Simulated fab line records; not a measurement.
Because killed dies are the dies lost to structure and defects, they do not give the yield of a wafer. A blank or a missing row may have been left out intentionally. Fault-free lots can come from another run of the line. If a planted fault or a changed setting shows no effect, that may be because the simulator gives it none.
Chamber matching | flow nand harc | NHARC_THIN_TSV_DESCUM_35 on rie diel-10: 4 sister chambers
The step chemistry O2, time 3 s. 14 wafers are shown with their chamber, then 7 later ones without.

WAFERS WITH THEIR CHAMBER
wafer  | chamber | showerhead plenum p Torr (Torr) | drypump motor current A (A) | oes product au (a.u.)
L549.1 | 2       | 1.88                            | 5.52                        | 1.022
L549.2 | 0       | 1.83                            | 5.07                        | 0.999
L549.3 | 1       | 2.06                            | 5.60                        | 1.002
L548.3 | 1       | 2.06                            | 5.58                        | 1.001
L548.5 | 0       | 1.83                            | 5.07                        | 0.999
L548.6 | 1       | 2.06                            | 5.58                        | 1.010
L550.3 | 1       | 2.05                            | 5.60                        | 0.998
L550.4 | 0       | 1.83                            | 5.06                        | 0.991
L550.5 | 1       | 2.06                            | 5.60                        | 1.008
L554.3 | 2       | 1.88                            | 5.53                        | 1.014
L554.4 | 3       | 1.91                            | 5.65                        | 1.000
L554.6 | 1       | 2.05                            | 5.60                        | 1.012
L559.2 | 2       | 1.88                            | 5.54                        | 1.010
L559.3 | 1       | 2.05                            | 5.60                        | 1.013

SIGNATURES, as means of the wafers listed above
reading                  | chamber 0 | chamber 1 | chamber 2 | chamber 3 | scatter within a chamber
showerhead plenum p Torr | 1.8300    | 2.0557    | 1.8800    | 1.9100    | 0.00414
drypump motor current A  | 5.0667    | 5.5943    | 5.5300    | 5.6500    | 0.00915
oes product au           | 0.99633   | 1.00629   | 1.01533   | 1.00000   | 0.00572
Rule: distance of a wafer from a chamber = root of the sum over the readings of ((wafer's reading minus chamber's mean) / reading's scatter) squared. The wafer belongs to the nearest chamber; if the next one is less than 2 further off, it can't be placed. How the scatter is found: for the shown wafers, subtract from each reading the mean of its chamber, square and add these, divide the total by (wafers less chambers), then take the root.

WAFERS WITHOUT THEIR CHAMBER
wafer  | showerhead plenum p Torr (Torr) | drypump motor current A (A) | oes product au (a.u.)
L559.6 | 1.83                            | 5.06                        | 1.005
L558.3 | 2.05                            | 5.60                        | 1.020
L558.4 | 1.83                            | 5.09                        | 1.011
L558.5 | 2.05                            | 5.61                        | 1.023
L563.2 | 1.83                            | 5.07                        | 1.009
L563.3 | 2.05                            | 5.61                        | 1.016
L563.5 | 1.91                            | 5.66                        | 0.987

WHICH CHAMBER EACH WENT THROUGH
wafer  | from the rows above | in truth
L559.6 | 0                   | 0
L558.3 | 1                   | 1
L558.4 | 0                   | 0
L558.5 | 1                   | 1
L563.2 | 0                   | 0
L563.3 | 1                   | 1
L563.5 | 3                   | 3
7 of 7 placed correctly. Left unplaced by these rows: 0. Wrongly placed: 0.
